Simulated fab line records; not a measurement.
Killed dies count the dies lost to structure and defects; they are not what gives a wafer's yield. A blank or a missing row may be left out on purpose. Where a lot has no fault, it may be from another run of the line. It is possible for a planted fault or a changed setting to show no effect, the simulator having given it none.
fab line records	flow nand_harc
[record] lots = 6	wafers = 18	last_day = 32
route steps=1302 shown A_BLC@1132 A_M0@1137 END@1302
lots that met no fault: from a run of the same line without faults
start_h: hours from the record's opening day to when the first of the lot's shown wafers began	wait_h: hours elapsed since this lot's preceding step	" as in the row above	L1.1+2: a single row standing in for several wafers	- value missing, or start not given	* or withheld: withheld	< > ~ a bound
route shown NAME@n: a module of which the file shows steps, and the number in the route of the first	usual: the fault-free wafers' mean and standard deviation	same: alike in all rows	chamber/n: place in a boat	sites: each site's reading	_std_site: the values' standard deviation	_edge_site: mean of outer sites minus mean of inner sites	radius_mm: how far each site lies from the wafer's centre	mask NAME#n: copy n	behind: the last tool/chamber to shape the wafer	hold: why the lot was held/for how many hours/how that ended	device: which transistor (n, p or np) failed to switch	end of line: the route-end tests of the same wafers	a step with no rows: only its recipe	killed: count of dies lost to structure and defects at first sort (not the wafer's yield)	map: per-die view of a wafer (x killed, . not killed, _ where there is no die)
set.NAME: the run value of the setting; set.NAME@STEP: its run value at that earlier step	model.NAME: the simulator's own value behind a step, which no gauge read
lots seen at some steps along the route; tables by step, rows by wafer
services: from which hour (start_h, from the record's first day; less than 0 if before it) a tool's chamber was out of use, for how many hours, and why
[[steps]]
[step NHARC_A_BLC_CVD_24]
[recipe] target_thk_a = 1500	temp_c = 300	pressure_torr = 40	wf6_flow_sccm = 40	h2_flow_sccm = 1600	ar_flow_sccm = 1560	time_s = 434	material = W
[usual] heater_power_w = 454/38	susceptor_temp_C = 300.03/0.2	throttle_valve_pct = 8.09/0.24
lot.wafer	tool	chamber	start_h	wait_h	heater_power_w	susceptor_temp_C	throttle_valve_pct
L812.2	cvd_w-02	1	-	-	451	299.97	7.79
L812.4	"	0	"	"	401	300.16	8.05
L812.5	"	1	"	"	465	300.12	7.79
L813.1	cvd_w-01	1	-	-	522	-	7.97
L813.3	"	1	"	"	525	-	8.05
L813.5	"	0	"	"	448	-	8.49
L826.3	cvd_w-02	1	-	-	459	300.12	7.93
L826.4	"	0	"	"	412	299.69	8.41
L826.6	"	0	"	"	415	299.97	8.31
L827.4	cvd_w-02	0	-	-	420	300.02	8.37
L827.5	"	0	"	"	411	299.90	8.23
L827.6	"	1	"	"	448	300.02	8.18
L830.2	cvd_w-01	1	-	-	506	300.18	8.00
L830.1	"	0	"	"	446	299.99	8.60
L830.6	"	1	"	"	519	300.09	8.41
L831.1	cvd_w-02	0	-	-	418	299.72	8.24
L831.4	"	1	"	"	482	299.94	7.56
L831.5	"	1	"	"	492	300.07	7.75
[step NHARC_A_BLC_CMP_25]
[recipe] t_overpolish_s = 30	target_thk_nm = 150
[usual] motor_current_A = 12.3/1.6	overpolish_run_s = 30.000/0.0091	slurry_filter_dp_kPa = 13.49/0.13	time_to_endpoint_s = 30/3.5
lot.wafer	tool	chamber	start_h	wait_h	motor_current_A	overpolish_run_s	slurry_filter_dp_kPa	time_to_endpoint_s
L812.4	cmp-02	3	533.30	0.3	12.7	30.002	13.52	32
L812.2	"	0	"	"	11.0	29.995	13.34	24
L812.5	"	2	"	"	10.6	30.014	13.56	34
L813.1	cmp-01	2	537.87	0.4	13.5	29.988	13.43	28
L813.3	"	0	"	"	11.3	29.991	13.52	28
L813.5	"	2	"	"	13.2	29.992	13.48	31
L826.3	cmp-02	2	676.96	0.3	11.1	30.001	13.11	35
L826.4	"	3	"	"	12.6	29.989	13.49	32
L826.6	"	1	"	"	14.0	29.985	13.51	30
L827.4	cmp-03	0	679.15	0.4	14.1	29.994	13.60	33
L827.5	"	1	"	"	13.7	30.001	13.44	34
L827.6	"	2	"	"	10.3	30.013	13.54	35
L830.2	cmp-03	0	711.65	0.5	13.8	30.009	13.63	32
L830.1	"	2	"	"	10.3	29.987	13.48	34
L830.6	"	0	"	"	13.2	29.995	13.48	36
L831.4	cmp-01	1	728.96	0.2	13.9	30.004	13.30	29
L831.1	"	2	"	"	13.9	29.997	13.40	29
L831.5	"	1	"	"	14.6	29.981	13.58	25
[step NHARC_A_BLC_SRD_27]
[step NHARC_A_BLC_INSPECT_28]
[usual] raw_defect_count = 493/84
lot.wafer	tool	chamber	start_h	wait_h	raw_defect_count
L812.2	defect_inspect-01	-	533.66	0.1	456
L812.4	"	-	"	"	648
L812.5	"	-	"	"	508
L813.1	defect_inspect-01	-	538.25	0.1	381
L813.3	"	-	"	"	466
L813.5	"	-	"	"	430
L826.3	defect_inspect-02	-	677.34	0.1	586
L826.4	"	-	"	"	392
L826.6	"	-	"	"	438
L827.4	defect_inspect-01	-	679.48	0.1	410
L827.5	"	-	"	"	582
L827.6	"	-	"	"	494
L830.1	defect_inspect-02	-	712.03	0.1	541
L830.2	"	-	"	"	541
L830.6	"	-	"	"	556
L831.1	defect_inspect-01	-	729.36	0.1	443
L831.4	"	-	"	"	715
L831.5	"	-	"	"	407
[step NHARC_A_M0_DEP_00]
[recipe] target_thk_a = 1500	target_thk_nm = 150	temp_c = withheld	pressure_torr = 5	flow_sccm = 200	rf_w = 600	material = SiOC
[step NHARC_A_M0_DEHYDRATE_01]
[recipe] temp_c = 150	time_s = 120
[step NHARC_A_M0_HMDS_02]
[recipe] time_s = 30
[step NHARC_A_M0_COAT_33]
[recipe] temp_c = 200	time_s = 65
[step NHARC_A_M0_COAT_03]
[recipe] spin_rpm = 1500	resist_thk_nm = 90
[step NHARC_A_M0_SOFTBAKE_04]
[recipe] temp_c = 105	time_s = 55
[step NHARC_A_M0_EBR_05]
[step NHARC_A_M0_EXPOSE_06]
[recipe] na = 1.35	target_cd_nm = 80	dose_mj = 83.25	mask_id = A_M0
[usual] exposure_dose_mJ_cm2 = 83.26/0.075
lot.wafer	tool	chamber	start_h	wait_h	mask	exposure_dose_mJ_cm2
L812.2	arfi_scanner-01	0	534.42	-	A_M0#0	83.21
L812.4	"	0	"	"	A_M0#0	83.36
L812.5	"	0	"	"	A_M0#0	83.24
L813.1	arfi_scanner-03	0	539.02	-	A_M0#0	83.19
L813.3	"	0	"	"	A_M0#0	83.17
L813.5	"	0	"	"	A_M0#0	83.24
L826.3	arfi_scanner-03	0	678.74	-	A_M0#0	84.61
L826.4	"	0	"	"	A_M0#0	84.49
L826.6	"	0	"	"	A_M0#0	84.45
L827.4	arfi_scanner-03	0	680.14	-	A_M0#0	84.34
L827.5	"	0	"	"	A_M0#0	84.22
L827.6	"	0	"	"	A_M0#0	84.24
L830.1	arfi_scanner-02	0	712.79	-	A_M0#0	83.24
L830.2	"	0	"	"	A_M0#0	83.33
L830.6	"	0	"	"	A_M0#0	83.18
L831.1	arfi_scanner-01	0	730.13	-	A_M0#0	83.32
L831.4	"	0	"	"	A_M0#0	83.30
L831.5	"	0	"	"	A_M0#0	83.31
[step NHARC_A_M0_PEB_07]
[recipe] peb_temp_c = 100	peb_time_s = 65
[step NHARC_END_SORT_01]
[recipe] temp_c = 25
[usual] defect_limited_yield = 91.6/2.8	killed_at_array = 52/19	killed_at_other = 1.0/1.2	killed_at_periphery = 4.1/2.8	killed_dies = 57/19	killed_open = 3.1/1.7	killed_short = 2.5/1.5	sort_bin_2_pct = 3.0/1.2	sort_bin_3_pct = 0.6/0.36	sort_bin_4_pct = 4.9/1.6	sort_n_pass = 620/19	sort_rim_yield_pct = 91/5	sort_yield_pct = 91.6/2.8
[same] gross_dies = 677	sort_bin_5_pct[%] = 0	sort_bin_6_pct[%] = 0	sort_bin_7_pct[%] = 0	sort_bin_8_pct[%] = 0	sort_rim_n_gross = 106.00
lot.wafer	tool	chamber	start_h	wait_h	defect_limited_yield[%]	killed_at_array	killed_at_other	killed_at_periphery	killed_dies	killed_open	killed_short	sort_bin_2_pct[%]	sort_bin_3_pct[%]	sort_bin_4_pct[%]	sort_n_pass	sort_rim_yield_pct[%]	sort_yield_pct[%]
L813.1	prober-02	0	575.19	2.5	91.6	46	1	10	57	3	2	2.1	0.6	5.8	620	90	91.6
L813.3	prober-02	0	576.79	3.1	90.0	59	1	8	68	3	2	3.7	0.6	5.8	609	93	90.0
L813.5	prober-02	0	578.39	3.7	93.1	42	0	5	47	0	1	3.0	0.6	3.4	630	90	93.1
L812.2	prober-01	0	575.95	2.8	88.6	74	1	2	77	1	1	5.6	0.9	4.9	600	98	88.6
L812.4	prober-01	0	577.54	3.4	87.1	83	2	2	87	2	2	4.4	0.6	7.8	590	98	87.1
L812.5	prober-01	0	578.33	3.7	86.4	88	1	3	92	1	5	4.9	0.9	7.8	585	89	86.4
L826.3	prober-01	0	719.97	3.1	90.7	57	1	5	63	1	2	3.7	0.6	5.0	614	89	90.7
L826.4	prober-01	0	720.78	3.4	91.1	58	1	1	60	1	3	2.4	0.1	6.4	617	92	91.1
L826.6	prober-01	0	722.38	4.0	90.3	64	0	2	66	1	3	4.3	0.9	4.6	611	91	90.3
L827.4	prober-02	0	720.81	3.4	94.7	34	1	1	36	3	0	2.1	0.3	3.0	641	89	94.7
L827.5	prober-02	0	721.61	3.7	89.1	64	2	8	74	3	1	2.8	1.2	6.9	603	94	89.1
L827.6	prober-02	0	722.41	4.0	92.5	44	2	5	51	6	4	2.7	0.7	4.1	626	90	92.5
L830.1	prober-02	0	749.33	2.5	92.0	48	1	5	54	2	4	3.1	0.1	4.7	623	89	92.0
L830.2	prober-02	0	750.15	2.8	90.1	59	1	7	67	4	1	5.2	0.6	4.1	610	95	90.1
L830.6	prober-02	0	753.42	4.1	89.4	67	1	4	72	2	5	5.0	1.0	4.6	605	98	89.4
L831.1	prober-01	0	771.00	2.5	94.4	32	1	5	38	3	5	1.8	0.1	3.7	639	92	94.4
L831.4	prober-01	0	773.37	3.4	92.5	49	1	1	51	2	4	2.4	0.3	4.9	626	96	92.5
L831.5	prober-01	0	774.17	3.7	94.8	32	1	2	35	3	6	2.1	0.4	2.7	642	94	94.8
// killed by level:class
L813.1 A_CHANNEL_HOLE_D1:chamber_film_flake=24 A_CONTACT:chamber_film_flake=6 A_WL_FILL:chamber_film_flake=5 A_CHANNEL_HOLE_D2:chamber_film_flake=4 P_GATE:chamber_film_flake=3 P_CONTACT:chamber_film_flake=3 A_STAIRCASE:chamber_film_flake=3 P_CONTACT:geometric_particle:open=1
L812.2 A_CHANNEL_HOLE_D1:chamber_film_flake=33 A_SLIT:chamber_film_flake=22 A_CHANNEL_HOLE_D2:chamber_film_flake=7 A_CONTACT:chamber_film_flake=7 A_ZERO_WELL:chamber_film_flake=2 A_DECK1_JOINT:geometric_particle:open=1 A_SGD_CUT:geometric_particle:short=1 P_ZERO_WELL:chamber_film_flake=1
L813.3 A_CHANNEL_HOLE_D1:chamber_film_flake=37 A_CHANNEL_HOLE_D2:chamber_film_flake=5 A_WL_FILL:chamber_film_flake=5 A_STAIRCASE:chamber_film_flake=4 P_STI:chamber_film_flake=3 P_ZERO_WELL:chamber_film_flake=2 P_GATE:geometric_particle:open=1 A_DECK1_JOINT:geometric_particle:open=1
L812.4 A_CHANNEL_HOLE_D1:chamber_film_flake=32 A_SLIT:chamber_film_flake=28 A_CONTACT:chamber_film_flake=6 A_CHANNEL_HOLE_D2:chamber_film_flake=4 A_WL_FILL:chamber_film_flake=4 A_STAIRCASE:chamber_film_flake=3 A_SGD_CUT:chamber_film_flake=3 P_GATE:geometric_particle:short=2
L812.5 A_CHANNEL_HOLE_D1:chamber_film_flake=37 A_CHANNEL_HOLE_D2:chamber_film_flake=16 A_SLIT:chamber_film_flake=13 A_CONTACT:chamber_film_flake=9 A_STAIRCASE:chamber_film_flake=3 A_DECK1_JOINT:chamber_film_flake=2 P_M1:geometric_particle:short=1 A_M0:geometric_particle:short=1
L813.5 A_CHANNEL_HOLE_D1:chamber_film_flake=22 A_STAIRCASE:chamber_film_flake=7 A_CHANNEL_HOLE_D2:chamber_film_flake=5 P_ZERO_WELL:chamber_film_flake=3 A_WL_FILL:chamber_film_flake=3 A_CONTACT:chamber_film_flake=2 A_DECK1_JOINT:geometric_particle:short=1 P_GATE:chamber_film_flake=1
L826.3 A_SLIT:chamber_film_flake=35 A_CHANNEL_HOLE_D2:chamber_film_flake=8 A_CONTACT:chamber_film_flake=5 A_WL_FILL:chamber_film_flake=4 P_GATE:chamber_film_flake=2 A_CHANNEL_HOLE_D1:chamber_film_flake=2 P_CONTACT:geometric_particle:short=1 P_M1:geometric_particle:short=1
L826.4 A_CHANNEL_HOLE_D2:chamber_film_flake=22 A_CHANNEL_HOLE_D1:chamber_film_flake=15 A_SLIT:chamber_film_flake=12 A_STAIRCASE:chamber_film_flake=3 A_CONTACT:chamber_film_flake=3 A_ONON_D1:geometric_particle:short=1 A_ONON_D2:geometric_particle:short=1 A_SGD_CUT:geometric_particle:short=1
L827.4 A_CHANNEL_HOLE_D1:chamber_film_flake=17 A_STAIRCASE:chamber_film_flake=6 A_CONTACT:chamber_film_flake=3 A_SLIT:chamber_film_flake=2 P_M1:geometric_particle:open=1 A_CHANNEL_HOLE_D1:geometric_particle:open=1 A_CONTACT:geometric_particle:open=1 A_ZERO_WELL:chamber_film_flake=1
L827.5 A_CHANNEL_HOLE_D1:chamber_film_flake=38 A_STAIRCASE:chamber_film_flake=8 P_M2:chamber_film_flake=6 A_SLIT:chamber_film_flake=5 A_CHANNEL_FILL_D2:chamber_film_flake=4 A_CHANNEL_FILL_D1:geometric_particle:open=2 A_WL_FILL:chamber_film_flake=2 A_CONTACT:chamber_film_flake=2
L826.6 A_CHANNEL_HOLE_D2:chamber_film_flake=34 A_SLIT:chamber_film_flake=11 A_STAIRCASE:chamber_film_flake=6 A_WL_FILL:chamber_film_flake=5 A_CONTACT:chamber_film_flake=3 A_CHANNEL_HOLE_D1:chamber_film_flake=2 P_M0:geometric_particle:short=1 A_ONON_D1:geometric_particle:short=1
L827.6 A_CHANNEL_HOLE_D1:chamber_film_flake=24 A_CONTACT:chamber_film_flake=5 A_CHANNEL_FILL_D2:chamber_film_flake=3 A_STAIRCASE:chamber_film_flake=3 P_CONTACT:geometric_particle:open=2 THIN_TSV:chamber_film_flake=2 P_GATE:geometric_particle:open=1 P_GATE:geometric_particle:short=1
L830.1 A_CHANNEL_HOLE_D1:chamber_film_flake=16 A_CHANNEL_HOLE_D2:chamber_film_flake=11 A_SLIT:chamber_film_flake=8 A_SGD_CUT:chamber_film_flake=4 P_STI:chamber_film_flake=3 A_CONTACT:chamber_film_flake=3 P_BONDPAD:geometric_particle:short=1 A_ONON_D1:geometric_particle:short=1
L830.2 A_SLIT:chamber_film_flake=21 A_CHANNEL_HOLE_D2:chamber_film_flake=20 A_CHANNEL_HOLE_D1:chamber_film_flake=7 A_DECK1_JOINT:chamber_film_flake=4 P_CONTACT:chamber_film_flake=3 A_SGD_CUT:chamber_film_flake=2 P_M0:geometric_particle:open=1 P_M2:geometric_particle:open=1
L830.6 A_SLIT:chamber_film_flake=26 A_CHANNEL_HOLE_D2:chamber_film_flake=17 A_CHANNEL_HOLE_D1:chamber_film_flake=9 A_CHANNEL_FILL_D1:geometric_particle:short=3 A_SGD_CUT:chamber_film_flake=3 P_CONTACT:chamber_film_flake=2 A_DECK1_JOINT:chamber_film_flake=2 A_CHANNEL_FILL_D1:geometric_particle:open=1
L831.1 A_CHANNEL_HOLE_D1:chamber_film_flake=11 A_CONTACT:chamber_film_flake=7 A_SLIT:chamber_film_flake=4 A_SGD_CUT:geometric_particle:short=2 P_GATE:chamber_film_flake=2 P_STI:geometric_particle:short=1 P_M0:geometric_particle:open=1 A_SOURCE_PLATE:geometric_particle:short=1
L831.4 A_CHANNEL_HOLE_D1:chamber_film_flake=22 A_SLIT:chamber_film_flake=6 A_CONTACT:chamber_film_flake=5 A_DECK1_JOINT:chamber_film_flake=3 A_CHANNEL_FILL_D2:chamber_film_flake=3 A_WL_FILL:chamber_film_flake=2 A_ONON_D1:geometric_particle:short=1 A_CHANNEL_FILL_D1:geometric_particle:short=1
L831.5 A_SLIT:chamber_film_flake=9 A_CHANNEL_HOLE_D1:chamber_film_flake=5 A_CONTACT:chamber_film_flake=4 A_ONON_D2:geometric_particle:short=2 A_DECK1_JOINT:chamber_film_flake=2 A_STAIRCASE:chamber_film_flake=2 P_CONTACT:geometric_particle:open=1 A_ONON_D1:geometric_particle:short=1
[[services]]
tool	chamber	start_h	hours	kind
cmp-02	-	526.57	4.0	pm
cvd_w-02	-	530.18	1.0	repair
arfi_scanner-03	-	540.00	4.0	pm
cvd_w-01	-	547.22	13.0	pm
arfi_scanner-01	-	553.70	0.4	repair
cmp-03	-	554.13	4.0	pm
cmp-03	-	561.17	2.1	repair
cmp-01	-	579.01	4.0	pm
arfi_scanner-01	-	596.00	4.0	pm
cmp-03	-	601.50	1.8	repair
cmp-02	-	624.57	4.0	pm
cvd_w-02	-	643.50	1.4	repair
arfi_scanner-01	-	644.25	0.9	repair
cvd_w-02	-	647.78	0.8	repair
cvd_w-02	-	652.02	1.5	repair
cmp-03	-	652.13	4.0	pm
cmp-02	-	662.04	0.7	repair
cmp-02	-	666.66	1.4	repair
cvd_w-01	-	667.74	1.0	repair
cmp-01	-	677.01	4.0	pm
cvd_w-02	-	681.14	13.0	pm
cmp-03	-	686.04	1.0	repair
cmp-01	-	699.21	0.6	repair
arfi_scanner-03	-	712.00	4.0	pm
[[key]]
[first_sign] step = NHARC_A_M0_EXPOSE_06	reading = exposure_dose_mJ_cm2	direction = up	sigmas = 15	usual = 83.26	struck = 84.39
effect none on later readings
met_at NHARC_A_M0_EXPOSE_06
struck_wafers L826.3,L826.4,L826.6,L827.4,L827.5,L827.6
[loop_trim] step = NHARC_A_M0_EXPOSE_06	setting = dose	lots = L827
onset_between 539.02 678.74
[fault] kind = process_parameter_drift	tool = arfi_scanner-03	chamber = -	onset_h = 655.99	steps = NHARC_A_M0_EXPOSE_06	channel = dose_mj	offset = 1.2985	shape = step	acts_in = these_recipes_only	stated = 83.25
// loop_trim: a control loop set the setting to another value than it would have without faults
